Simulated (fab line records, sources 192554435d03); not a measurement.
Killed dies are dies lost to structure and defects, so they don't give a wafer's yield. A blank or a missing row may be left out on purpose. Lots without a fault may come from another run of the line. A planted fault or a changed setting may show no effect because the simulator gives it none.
Problem report in the 8D (eight disciplines) form, filled by code | flow n5_finfet | the parts of the form that need people (team, actions taken, sign-off) are left out

1. THE PROBLEM
etch_rf_on_time_s at N5_MOL_CONTACT_COAG_ETCH_47 reads a mean of 34.2 s on 4 wafers of 3 lots; wafers without a fault read 31.0 s with a standard deviation of 0.49. That is +6.6 standard deviations from the usual mean.
The step: etches SiNx in CH3F/O2, stops on W, target depth 27 nm.
First seen on wafer L169.2, day 8 07:47, on rie_diel-02. The record holds 31 wafers of 11 lots with a number at this step. Rule for "out", or "out of limits": more than 4 standard deviations from the usual mean. The other wafers with a number count as sound.

2. WHAT IT IS AND WHAT IT IS NOT
question                    | is                             | is not
which readings at this step | etch_rf_on_time_s              | oes_product_au, rf_vpp_V, throttle_valve_pct
which lots                  | L169, L171, L172               | L157, L158, L159, L173, L174, L176, L177, L178
which wafers of those lots  | L169.2, L169.3, L171.3, L172.3 | L169.5, L171.4, L172.5
read on which tools         | rie_diel-02                    | rie_diel-04, rie_diel-06
when                        | from day 8 07:47               | up to then (10 sound wafers); but 17 sound wafers of L171, L172, L173, L174, L176, L177, L178 came after

3. SUSPECTS, AND WHAT RULES EACH OUT
Counting: a tool at a process step up to the reading stays a suspect if it ran every lot that is out. Sound lots after the first of them don't rule it out here, since some wafers of a struck lot are sound.
- rie_diel-02 at N5_MOL_CONTACT_COAG_ETCHBACK_135 (etches SiO2 in CHF3, target depth 25 nm, time 16.7 s): kept. It ran every lot that is out, first L169 (day 8 07:38); its last sound lot up to then is L159 (day 5 12:47).
- rie_diel-02 at N5_MOL_CONTACT_COAG_ETCH_47 (etches SiNx in CH3F/O2, stops on W, target depth 27 nm): kept. It ran every lot that is out, first L169 (day 8 07:47); its last sound lot up to then is L159 (day 5 12:55). Its own readings are out on those wafers: etch_rf_on_time_s.
Left after counting: rie_diel-02 at N5_MOL_CONTACT_COAG_ETCHBACK_135, rie_diel-02 at N5_MOL_CONTACT_COAG_ETCH_47.

4. THE CAUSE (what the simulator had put in)
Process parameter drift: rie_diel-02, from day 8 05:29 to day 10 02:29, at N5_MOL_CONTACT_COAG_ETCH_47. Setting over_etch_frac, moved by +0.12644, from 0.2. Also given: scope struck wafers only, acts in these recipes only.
Counting left 2 suspects, and this tool is among them.

5. THE CHAIN OF EFFECTS, in route order
Each row: a reading whose mean over the struck wafers that have a number lies more than 3 standard deviations from the usual. Only readings for which the record gives a usual standard deviation are gone through. hours: the time from each lot's start at the first step in this table that gives one to its start at this step, as a median over the lots. sigmas: the change in usual standard deviations.
hours | step                        | reading           | usual  | on struck wafers | change | sigmas
0     | N5_MOL_CONTACT_COAG_ETCH_47 | etch_rf_on_time_s | 31.0 s | 34.2             | +3.2   | +6.6
The process steps in it:
- N5_MOL_CONTACT_COAG_ETCH_47: etches SiNx in CH3F/O2, stops on W, target depth 27 nm.

6. WHAT WOULD HAVE CAUGHT IT SOONER
In this record the first reading out of limits was taken at day 8 07:47, 2 hours after the fault began at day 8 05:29.
